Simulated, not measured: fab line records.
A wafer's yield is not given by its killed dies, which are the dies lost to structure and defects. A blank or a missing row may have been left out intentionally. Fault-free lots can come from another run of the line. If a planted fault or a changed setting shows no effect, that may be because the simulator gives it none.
Matching of chambers || flow n5-finfet || cvd-co-01 running N5_BEOL_M0_PRE_CLEAN_131: 3 sister chambers
The step time 15 s. 3 wafers are shown with their chamber, then 6 later ones without.

EACH WAFER AND ITS CHAMBER
{"wafer": "L584.5", "chamber": 1, "heater-power-w (W)": 106}
{"wafer": "L594.1", "chamber": 0, "heater-power-w (W)": 70}
{"wafer": "L594.2", "chamber": 2, "heater-power-w (W)": 88}

WAFERS MISSING THEIR CHAMBER
{"wafer": "L594.6", "heater-power-w (W)": 65}
{"wafer": "L595.1", "heater-power-w (W)": 87}
{"wafer": "L595.3", "heater-power-w (W)": 109}
{"wafer": "L599.2", "heater-power-w (W)": 68}
{"wafer": "L599.4", "heater-power-w (W)": 107}
{"wafer": "L599.5", "heater-power-w (W)": 65}

EACH ONE'S CHAMBER
{"wafer": "L594.6", "from the rows above": 0, "in truth": 0}
{"wafer": "L595.1", "from the rows above": 2, "in truth": 2}
{"wafer": "L595.3", "from the rows above": 1, "in truth": 1}
{"wafer": "L599.2", "from the rows above": 0, "in truth": 0}
{"wafer": "L599.4", "from the rows above": 1, "in truth": 1}
{"wafer": "L599.5", "from the rows above": 0, "in truth": 0}
Placed correctly: 6 of 6. From these rows, 0 cannot be placed. 0 placed wrongly.
How it was worked out, from the rows above alone: a wafer's distance from a chamber is the root of the sum, over the readings, of the square of ((its reading less the chamber's mean) divided by the reading's scatter). If the next closest chamber is less than 2 further off than the closest, the wafer can't be placed; otherwise it belongs to the closest. A chamber's mean is the mean of its shown wafers. The scatter: root of mean squared gap, hidden wafer to nearest shown wafer, with one shown wafer a chamber.
